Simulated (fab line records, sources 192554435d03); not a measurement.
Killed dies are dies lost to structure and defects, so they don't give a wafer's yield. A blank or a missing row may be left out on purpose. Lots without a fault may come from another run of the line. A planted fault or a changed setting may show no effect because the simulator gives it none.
Which tool did it? | flow n5_finfet | 9 lots, 27 wafers sampled, at 5 steps of a route of 1938

WHAT THE GAUGES READ, wafer by wafer
N5_BEOL_M3_THK_MEAS_01.
lot  | measured     | on            | M3_ILD_THK (nm)
L214 | day 8 07:16  | film_metro-01 | 79.0 80.2 80.5
L216 | day 9 13:03  | film_metro-01 | 78.4 78.3 78.1
L217 | day 9 16:52  | film_metro-01 | 78.6 77.9 78.1
L218 | day 9 19:06  | film_metro-02 | 78.8 78.9 80.3
L228 | day 11 22:46 | film_metro-02 | 88.7 89.8 89.4
L229 | day 12 02:00 | film_metro-02 | 88.5 90.3 90.2
L230 | day 12 08:49 | film_metro-01 | 78.9 80.5 79.3
L231 | day 12 15:20 | film_metro-02 | 78.2 78.2 78.6
L234 | day 13 22:28 | film_metro-02 | 78.5 78.8 80.3

WHICH TOOL RAN EACH LOT (tool, then ch and the chambers of the sampled wafers, then the start)
lot  | N5_BEOL_M2_ANNEAL_82         | N5_BEOL_M2_SPUTTER_90        | N5_BEOL_M2_SPUTTER_94        | N5_BEOL_M3_ILD_DEP_00
L214 | pvd_sputter-03, day 8 04:46  | pvd_sputter-03, day 8 05:21  | pvd_sputter-03, day 8 05:47  | pecvd-04 ch 0,1,2, day 8 07:11
L216 | pvd_sputter-02, day 9 10:20  | pvd_sputter-02, day 9 10:55  | pvd_sputter-02, day 9 11:21  | pecvd-03 ch 0,1, day 9 12:58
L217 | pvd_sputter-03, day 9 13:50  | pvd_sputter-03, day 9 14:25  | pvd_sputter-03, day 9 14:51  | pecvd-01 ch 1,2, day 9 16:47
L218 | pvd_sputter-01, day 9 16:29  | pvd_sputter-01, day 9 17:04  | pvd_sputter-01, day 9 17:30  | pecvd-04 ch 0,2, day 9 19:02
L228 | pvd_sputter-02, day 11 20:21 | pvd_sputter-02, day 11 20:56 | pvd_sputter-02, day 11 21:22 | pecvd-04 ch 0,1,2, day 11 22:42
L229 | pvd_sputter-02, day 11 23:35 | pvd_sputter-02, day 12 00:10 | pvd_sputter-02, day 12 00:37 | pecvd-04 ch 0,1,2, day 12 01:56
L230 | pvd_sputter-03, day 12 06:24 | pvd_sputter-03, day 12 06:59 | pvd_sputter-03, day 12 07:25 | pecvd-01 ch 0,1,2, day 12 08:46
L231 | pvd_sputter-03, day 12 12:54 | pvd_sputter-03, day 12 13:29 | pvd_sputter-03, day 12 13:55 | pecvd-01 ch 0,2, day 12 15:16
L234 | pvd_sputter-01, day 13 19:44 | pvd_sputter-01, day 13 20:19 | pvd_sputter-01, day 13 20:46 | pecvd-01 ch 1,2, day 13 22:23
- N5_BEOL_M2_ANNEAL_82: time 240 s.
- N5_BEOL_M2_SPUTTER_90: material Cu, target thk 4.5 nm, time 8.29 s.
- N5_BEOL_M2_SPUTTER_94: material Cu, target thk 4.5 nm, time 8.29 s.
- N5_BEOL_M3_ILD_DEP_00: deposits SiOC from DEMS/O2, target thk 79 nm, time 15.3 s.

THE ANSWER, worked out from the rows above alone
Rule: what is usual is taken from the lots themselves. Put in order of their means at a reading, lots are off if they are a third of the lots or fewer, leave a main group of 4 or more, and stand apart from it by a gap of 3 or more times the standard deviation of the main group's means; of several such gaps the widest counts. A main group whose means are all the same, to the digits that the tables above print for the reading, isn't used. A lot without any number at a reading at which 4 lots or more have one is off too. The other lots that the step has rows for count as sound.
Off: L228, L229, at N5_BEOL_M3_THK_MEAS_01 (M3_ILD_THK). The main group: mean 79.0 nm, standard deviation 0.64.
A tool fits if, at a process step before that reading, it ran every lot that is off, and no sound lot after the first of them. The gauges at N5_BEOL_M3_THK_MEAS_01 are tried like those tools. Can't be told from this: 2 tools fit, pvd_sputter-02 at N5_BEOL_M2_ANNEAL_82 and N5_BEOL_M2_SPUTTER_90 and N5_BEOL_M2_SPUTTER_94, pecvd-04 at N5_BEOL_M3_ILD_DEP_00.

WHAT THE SIMULATOR HAD PUT IN
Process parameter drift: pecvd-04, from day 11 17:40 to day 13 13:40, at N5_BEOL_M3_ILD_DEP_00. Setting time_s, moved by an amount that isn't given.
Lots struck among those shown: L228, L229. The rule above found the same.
